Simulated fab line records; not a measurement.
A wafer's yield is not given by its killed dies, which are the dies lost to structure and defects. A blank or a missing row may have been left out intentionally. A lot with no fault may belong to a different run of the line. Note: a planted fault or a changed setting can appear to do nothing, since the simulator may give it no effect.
Which tool is to blame? -- flow n5 finfet -- Sampling: 11 lots, 32 wafers, 3 of 1938 route steps

## WHAT THE GAUGES READ, wafer by wafer
N5_BEOL_M11_RS_MEAS_57: the measuring method here is four-point-probe. Usual: M11_RS 0.1500 ohm/sq, standard deviation 0.0026.
lot,measured,on,M11_RS (ohm/sq),flag
L743,day 10 10:35,film metro-01,0.1540 0.1528 0.1484,
L745,day 10 19:57,film metro-01,0.1513 0.1538 0.1562,
L744,day 10 22:22,film metro-01,0.1480 0.1502 0.1515,
L752,day 12 22:15,film metro-01,0.1504 0.1477,
L754,day 13 03:25,film metro-01,0.1441 0.1527 0.1506,
L757,day 14 12:30,film metro-01,0.1441 0.1520 0.1506,
L760,day 14 22:45,film metro-01,0.1507 0.1518 0.1518,
L761,day 15 01:14,film metro-02,0.1505 0.1519 0.1522,
L765,day 16 14:25,film metro-01,0.1507 0.1546 0.1517,
L764,day 16 16:46,film metro-02,0.1530 0.1515 0.1494,
L766,day 16 22:40,film metro-02,0.1505 0.1513 0.1513,

## WHICH TOOL RAN EACH LOT (tool, then ch and the chambers of the sampled wafers, then the start)
lot,N5_BEOL_M11_SPUTTER_48,N5_BEOL_M11_CMP_52
L743,"pvd sputter-02, day 10 09:25","cmp-03 ch 1,2,3, day 10 10:13"
L745,"pvd sputter-03, day 10 18:58","cmp-03 ch 0,1,2, day 10 19:32"
L744,"pvd sputter-03, day 10 21:17","cmp-02 ch 1,2,3, day 10 21:57"
L752,"pvd sputter-01, day 12 21:06","cmp-01 ch 1,3, day 12 21:54"
L754,"pvd sputter-01, day 13 02:29","cmp-03 ch 1,2, day 13 03:00"
L757,"pvd sputter-01, day 14 11:22","cmp-03 ch 0,1, day 14 12:05"
L760,"pvd sputter-02, day 14 21:48","cmp-02 ch 1,2,3, day 14 22:20"
L761,"pvd sputter-03, day 15 00:17","cmp-02 ch 1,2,3, day 15 00:49"
L765,"pvd sputter-01, day 16 13:29","cmp-02 ch 0,1,3, day 16 14:00"
L764,"pvd sputter-02, day 16 15:39","cmp-03 ch 1,2,3, day 16 16:23"
L766,"pvd sputter-01, day 16 21:28","cmp-02 ch 0,1,2, day 16 22:19"
- N5_BEOL_M11_SPUTTER_48: material Cu, target thk 12 nm, time 2 s.
- N5_BEOL_M11_CMP_52: polishes, stops on SiCOH lowk, t overpolish 7 s, target thk 140 nm.

## WHAT THE TOOLS THEMSELVES READ (means of the sampled wafers that have a number; where no wafer has one, the mark that the record gives instead)
N5_BEOL_M11_SPUTTER_48. Usual: chuck gas flow sccm 1.27 sccm, standard deviation 0.052; throttle valve pct 30.3 %, standard deviation 1.1.
lot,tool,chuck gas flow sccm (sccm),throttle valve pct (%),flag
L743,pvd sputter-02,1.26,29.7,
L745,pvd sputter-03,1.27,30.5,
L744,pvd sputter-03,1.27,29.9,
L752,pvd sputter-01,1.27,29.4,
L754,pvd sputter-01,1.28,30.2,
L757,pvd sputter-01,1.30,30.3,
L760,pvd sputter-02,1.28,30.4,
L761,pvd sputter-03,1.28,30.1,
L765,pvd sputter-01,1.25,30.1,
L764,pvd sputter-02,1.23,30.2,
L766,pvd sputter-01,1.26,30.1,

N5_BEOL_M11_CMP_52. Usual: barrier field endpoint s 28.7 s, standard deviation 0.67; motor current A 5.9 A, standard deviation 0.39; overpolish run s 7.000 s, standard deviation 0.0096; retaining ring pressure frac 1.000, standard deviation 0.005; time to endpoint s 65.7 s, standard deviation 2.6.
lot,tool,barrier field endpoint s (s),motor current A (A),overpolish run s (s),retaining ring pressure frac,time to endpoint s (s),flag
L743,cmp-03,29.1,6.0,6.991,1.000,68.5,
L745,cmp-03,28.7,5.7,7.006,0.999,64.7,
L744,cmp-02,29.2,5.8,6.996,1.004,67.4,
L752,cmp-01,29.1,5.8,7.005,1.002,69.9,
L754,cmp-03,29.0,6.0,6.998,1.004,64.9,
L757,cmp-03,28.7,5.9,6.989,0.997,66.0,
L760,cmp-02,28.7,5.9,7.002,1.001,65.0,
L761,cmp-02,29.1,5.8,7.006,1.004,65.5,
L765,cmp-02,28.1,5.9,6.999,0.998,65.6,
L764,cmp-03,28.3,6.0,7.007,1.000,66.0,
L766,cmp-02,28.9,5.9,7.002,1.004,63.5,

## THE ANSWER, worked out from the rows above alone
Rule: take the mean of a lot's wafers that have a number; if it is more than 3 standard deviations from the usual mean, the lot is off. Also off: a lot with no number at a reading for which 4 or more lots have one. The other lots that the step has rows for count as sound. After the gauges, taken in route order, come the tools' own readings; for these a lot's mean is taken, as printed above. At the first step where some lot is off, the reading lying furthest off is the one used; lots without a number count as furthest.
Nothing can be told from this: no lot is off at any reading shown.

## WHAT THE SIMULATOR PUT IN
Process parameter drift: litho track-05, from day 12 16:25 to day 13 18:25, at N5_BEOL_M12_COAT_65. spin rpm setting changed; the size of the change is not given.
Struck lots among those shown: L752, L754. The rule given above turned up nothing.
